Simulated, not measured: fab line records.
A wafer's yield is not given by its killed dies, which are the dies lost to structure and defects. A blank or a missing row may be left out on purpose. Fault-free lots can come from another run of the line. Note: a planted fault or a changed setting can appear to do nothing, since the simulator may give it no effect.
Split-lot study / flow n5-finfet / 21 wafers read from 7 lots, route of 1938 steps

## THE SPLIT ITSELF
At N5_BEOL_M7_ILD_DEP_00 (deposits SiCOH lowk from DEMS/porogen, target thk 179.75 nm, time 33.4 s), the setting time-s was moved away from the recipe's 33.4 s on 9 of the 21 wafers read, by -12.9% to +12.8%. The other wafers ran this setting at the recipe's value.

## FROM SPLIT TO READING: 1 step shown by the file between the two
- N5_BEOL_M7_CURE_74: cures SiCOH lowk, time 240 s

## THE READING
M7_ILD_THK at N5_BEOL_M7_THK_MEAS_01, in nm. A value of 154.2 nm with a standard deviation of 2.4 nm is what fault-free wafers of this fab line usually give.

wafer=L081.1; tool, chamber at the split=pecvd-04, 2; time-s as run, s=33.4; against the recipe=recipe; M7_ILD_THK, nm=153.7; against lot-mates on the recipe=-
wafer=L081.2; tool, chamber at the split=pecvd-04, 1; time-s as run, s=37.68; against the recipe=+12.8%; M7_ILD_THK, nm=172.7; against lot-mates on the recipe=+19.0
wafer=L081.3; tool, chamber at the split=pecvd-04, 0; time-s as run, s=33.4; against the recipe=recipe; M7_ILD_THK, nm=153.7; against lot-mates on the recipe=-
wafer=L082.2; tool, chamber at the split=pecvd-01, 1; time-s as run, s=33.4; against the recipe=recipe; M7_ILD_THK, nm=156.0; against lot-mates on the recipe=-
wafer=L082.4; tool, chamber at the split=pecvd-01, 1; time-s as run, s=33.4; against the recipe=recipe; M7_ILD_THK, nm=156.9; against lot-mates on the recipe=-
wafer=L082.6; tool, chamber at the split=pecvd-01, 2; time-s as run, s=33.4; against the recipe=recipe; M7_ILD_THK, nm=157.4; against lot-mates on the recipe=-
wafer=L083.3; tool, chamber at the split=pecvd-01, 1; time-s as run, s=34.78; against the recipe=+4.1%; M7_ILD_THK, nm=158.3; against lot-mates on the recipe=+0.8
wafer=L083.4; tool, chamber at the split=pecvd-01, 2; time-s as run, s=34.78; against the recipe=+4.1%; M7_ILD_THK, nm=162.3; against lot-mates on the recipe=+4.8
wafer=L083.6; tool, chamber at the split=pecvd-01, 0; time-s as run, s=33.4; against the recipe=recipe; M7_ILD_THK, nm=157.5; against lot-mates on the recipe=-
wafer=L087.1; tool, chamber at the split=pecvd-04, 2; time-s as run, s=35.68; against the recipe=+6.8%; M7_ILD_THK, nm=162.7; against lot-mates on the recipe=no lot-mate on the recipe
wafer=L087.2; tool, chamber at the split=pecvd-04, 0; time-s as run, s=35.68; against the recipe=+6.8%; M7_ILD_THK, nm=166.6; against lot-mates on the recipe=no lot-mate on the recipe
wafer=L087.3; tool, chamber at the split=pecvd-04, 1; time-s as run, s=35.68; against the recipe=+6.8%; M7_ILD_THK, nm=166.0; against lot-mates on the recipe=no lot-mate on the recipe
wafer=L088.1; tool, chamber at the split=pecvd-01, 2; time-s as run, s=29.51; against the recipe=-11.6%; M7_ILD_THK, nm=136.3; against lot-mates on the recipe=-20.3
wafer=L088.4; tool, chamber at the split=pecvd-01, 1; time-s as run, s=33.4; against the recipe=recipe; M7_ILD_THK, nm=155.9; against lot-mates on the recipe=-
wafer=L088.6; tool, chamber at the split=pecvd-01, 0; time-s as run, s=33.4; against the recipe=recipe; M7_ILD_THK, nm=157.3; against lot-mates on the recipe=-
wafer=L086.1; tool, chamber at the split=pecvd-02, 2; time-s as run, s=33.4; against the recipe=recipe; M7_ILD_THK, nm=151.8; against lot-mates on the recipe=-
wafer=L086.2; tool, chamber at the split=pecvd-02, 1; time-s as run, s=33.4; against the recipe=recipe; M7_ILD_THK, nm=149.5; against lot-mates on the recipe=-
wafer=L086.3; tool, chamber at the split=pecvd-02, 0; time-s as run, s=33.4; against the recipe=recipe; M7_ILD_THK, nm=153.2; against lot-mates on the recipe=-
wafer=L090.2; tool, chamber at the split=pecvd-04, 0; time-s as run, s=33.4; against the recipe=recipe; M7_ILD_THK, nm=153.0; against lot-mates on the recipe=-
wafer=L090.4; tool, chamber at the split=pecvd-04, 0; time-s as run, s=29.09; against the recipe=-12.9%; M7_ILD_THK, nm=138.2; against lot-mates on the recipe=-14.8
wafer=L090.6; tool, chamber at the split=pecvd-04, 1; time-s as run, s=29.09; against the recipe=-12.9%; M7_ILD_THK, nm=136.6; against lot-mates on the recipe=-16.4

THE FIT
A straight line over all 21 wafers: M7_ILD_THK changes by +1.43 nm for each +1% of time-s; r = +0.97; the points scatter about the line by 2.3 nm.
The same after taking each lot's own level away (the mean of its wafers on the recipe; 18 wafers): +1.35 nm for each +1%; r = +0.97; scatter 2 nm.
Per that fit: largest time-s move, reading shift of 17 nm.
Across the lots, their own levels run from 151.50 to 157.50 nm, a range of 2.5 times the standard deviation given above.
The two slopes agree, so the slope changes little with the lot-to-lot level.
Check: -18.8 nm against its lot-mates is what the line predicts for one of the wafers moved furthest among these (-12.9%) when that wafer is left out of the fit. Against them it came out at -14.8 nm.

## OTHER SPLITS ON THESE WAFERS
These wafers also went through other splits before the reading. Each is held against what the fit with the lots' levels taken away leaves over:
other split on the same wafers=N5_BEOL_M5_EXPOSE_08 dose-mj; wafers away from the commonest value=7; r with M7_ILD_THK (lot level and that fit taken away)=-0.40
other split on the same wafers=N5_BEOL_M5_ETCH_62 source-w; wafers away from the commonest value=6; r with M7_ILD_THK (lot level and that fit taken away)=-0.13
other split on the same wafers=N5_BEOL_M6_COAT_60 spin-rpm; wafers away from the commonest value=7; r with M7_ILD_THK (lot level and that fit taken away)=+0.29
other split on the same wafers=N5_BEOL_M6_ETCH_61 bias-w; wafers away from the commonest value=7; r with M7_ILD_THK (lot level and that fit taken away)=+0.41

## THE WHOLE CHAIN: every reading that the file lists as answering this split, in the file's order
step=N5_BEOL_M7_ILD_DEP_00; what it does=deposits SiCOH lowk from DEMS/porogen, target thk 179.75 nm, time 33.4 s; reading=SiCOH_lowk_of_BEOL_M7_ILD_DEP_00.thk-nm (the simulator's own value, which no gauge read); change (the file's fit)=+1.64 nm for each +1% of the setting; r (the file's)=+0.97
step=N5_BEOL_M7_CURE_74; what it does=cures SiCOH lowk, time 240 s; reading=SiCOH_lowk_of_BEOL_M7_ILD_DEP_00.thk-nm (the simulator's own value, which no gauge read); change (the file's fit)=+1.44 nm for each +1% of the setting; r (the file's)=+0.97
step=N5_BEOL_M7_THK_MEAS_01; what it does=; reading=M7_ILD_THK; change (the file's fit)=+1.43 for each +1% of the setting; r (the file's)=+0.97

## FILE'S OWN FIT
M7_ILD_THK changes by +1.43 nm for each +1% of time-s, r = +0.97.
